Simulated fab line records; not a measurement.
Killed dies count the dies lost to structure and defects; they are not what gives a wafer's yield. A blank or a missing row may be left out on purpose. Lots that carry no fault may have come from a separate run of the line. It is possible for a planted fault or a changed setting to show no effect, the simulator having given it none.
One fault through the eyes of 2 desks ; flow nand-harc ; each desk has only its own numbers; what lay behind them comes last

## AT THE TOOL OWNER'S DESK: litho-track-07
The tool's own readings at NHARC_A_BONDPAD_PEB_07 (peb time 80 s): means of the sampled wafers that have a number, for each lot that ran on this tool. If a lot's mean is further than 4 standard deviations from the usual mean, the lot is out of limits and carries the mark OUT (the distance appears in the brackets).
Columns: A = chill-plate-temp-C at NHARC_A_BONDPAD_PEB_07, usual 22.98 C; B = exhaust-pa at NHARC_A_BONDPAD_PEB_07, usual 45.0 Pa; C = heater-power-total-W at NHARC_A_BONDPAD_PEB_07, usual 189.7 W
lot;first seen here;A;B;C
L923;day 23 09:40;23.00;44.7;190.0
L927;day 25 16:53;23.07;44.7;189.8
L933;day 28 10:41;23.11;44.6;189.9
L940;day 30 04:18;23.14;44.8;189.7
L942;day 30 21:35;23.03;45.6;189.9
L941;day 31 01:36;22.95;44.9;189.5
L943;day 32 09:48;22.86;44.7;189.6
L944;day 32 11:01;22.99;45.3;189.9
This desk's finding: nothing out of limits on any of the 8 lots.

## FROM THE METROLOGY DESK
Lot by lot, what the gauges showed, no matter which tool ran the lot: averages of those sampled wafers that carry a number. If a lot's mean is further than 4 standard deviations from the usual mean, the lot is out of limits and carries the mark OUT (the distance appears in the brackets).
Columns: A = thk-nm at NHARC_A_BONDPAD_THK_MEAS_30, usual 200.2 nm; B = overlay-x-nm at NHARC_A_BONDPAD_OVL_MEAS_35, usual 2 nm; C = overlay-y-nm at NHARC_A_BONDPAD_OVL_MEAS_35, usual 1 nm
lot;first seen here;A;B;C
L923;day 23 09:11;203.8;-3;1
L922;day 23 13:23;200.3;5;4
L927;day 25 16:31;201.4;-1;2
L926;day 25 19:23;200.9;1;4
L931;day 27 02:19;199.8;2;-3
L933;day 28 10:12;199.0;5;1
L935;day 29 03:49;197.8;-;-
L937;day 29 06:15;201.8;-;-
L940;day 30 03:56;198.8;2;-10
L942;day 30 21:13;200.5;0;0
L941;day 31 01:14;201.2;-4;4
L943;day 32 09:19;200.2;4;-6
L944;day 32 10:38;200.9;-2;7
L945;day 32 19:26;201.1;3;3
This desk's finding: nothing out of limits on any of the 14 lots.

## BROUGHT TOGETHER
Nothing out of limits was seen by the tool owner's desk.
Nothing out of limits was seen by the metrology desk.

## WHAT THE SIMULATOR HAD INSERTED
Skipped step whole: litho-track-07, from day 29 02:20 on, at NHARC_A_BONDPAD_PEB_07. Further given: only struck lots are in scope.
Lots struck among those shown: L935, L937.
